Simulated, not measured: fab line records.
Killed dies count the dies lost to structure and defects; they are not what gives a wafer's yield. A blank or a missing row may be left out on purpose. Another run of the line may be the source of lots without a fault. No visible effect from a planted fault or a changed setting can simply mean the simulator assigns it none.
Matching of chambers    flow nand-harc    NHARC_P_M1_PRE_CLEAN_32 on pecvd-03 has 3 sister chambers
The step time 12 s. 22 wafers are shown with their chamber, then 11 later ones without.

== WAFERS PAIRED WITH THEIR CHAMBERS ==
wafer   chamber  heater-power-w (W)  rf-fwd-power-W (W)
L076.1  0        677                 293.1
L076.4  2        597                 290.5
L076.5  1        552                 291.2
L078.1  1        544                 292.1
L078.2  2        600                 292.8
L078.5  1        538                 292.1
L083.1  0        591                 291.2
L083.3  2        571                 291.7
L083.6  0        591                 292.2
L085.4  0        698                 292.1
L085.5  2        583                 292.5
L085.6  1        582                 292.3
L084.2  0        671                 291.1
L084.5  0        646                 291.8
L084.6  1        579                 293.8
L086.1  1        519                 293.2
L086.2  0        625                 292.8
L086.5  0        613                 292.2
L088.2  0        582                 291.3
L088.3  1        595                 293.1
L088.6  2        562                 292.2
L092.1  1        609                 293.1

SIGNATURES, as means of the wafers listed above
reading         chamber 0  chamber 1  chamber 2  scatter within a chamber
heater-power-w  632.67     564.75     582.60     34.2
rf-fwd-power-W  291.978    292.613    291.940    0.795
Rule: for each reading, subtract the chamber's mean from the wafer's reading, divide by that reading's scatter and square the result; add these up over the readings and take the root, which gives the wafer's distance from the chamber. The wafer belongs to the nearest chamber; if the next one is less than 2 further off, it can't be placed. The scatter is the square root of a quotient: the sum, over the shown wafers, of each reading's squared deviation from its chamber's mean, divided by wafers minus chambers.

== WAFERS WITH NO CHAMBER GIVEN ==
wafer   heater-power-w (W)  rf-fwd-power-W (W)
L092.2  645                 292.8
L092.4  503                 292.3
L093.4  681                 293.3
L093.5  679                 292.5
L093.6  571                 292.5
L095.1  673                 292.6
L095.2  522                 292.9
L095.6  677                 293.2
L097.1  556                 291.8
L097.3  519                 294.0
L097.4  540                 291.7

== CHAMBER TAKEN BY EACH ==
wafer   from the rows above           in truth
L092.2  can't be placed: 0 or 2 or 1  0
L092.4  can't be placed: 1 or 2 or 0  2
L093.4  can't be placed: 0 or 2 or 1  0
L093.5  can't be placed: 0 or 2 or 1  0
L093.6  can't be placed: 1 or 2 or 0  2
L095.1  can't be placed: 0 or 2 or 1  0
L095.2  can't be placed: 1 or 2       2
L095.6  can't be placed: 0 or 2 or 1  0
L097.1  can't be placed: 2 or 1 or 0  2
L097.3  can't be placed: 1 or 2 or 0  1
L097.4  can't be placed: 2 or 1 or 0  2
Correctly placed: 0 of 11. From these rows, 11 cannot be placed; in 11 the true chamber is one of the candidates. Placed wrongly: 0.
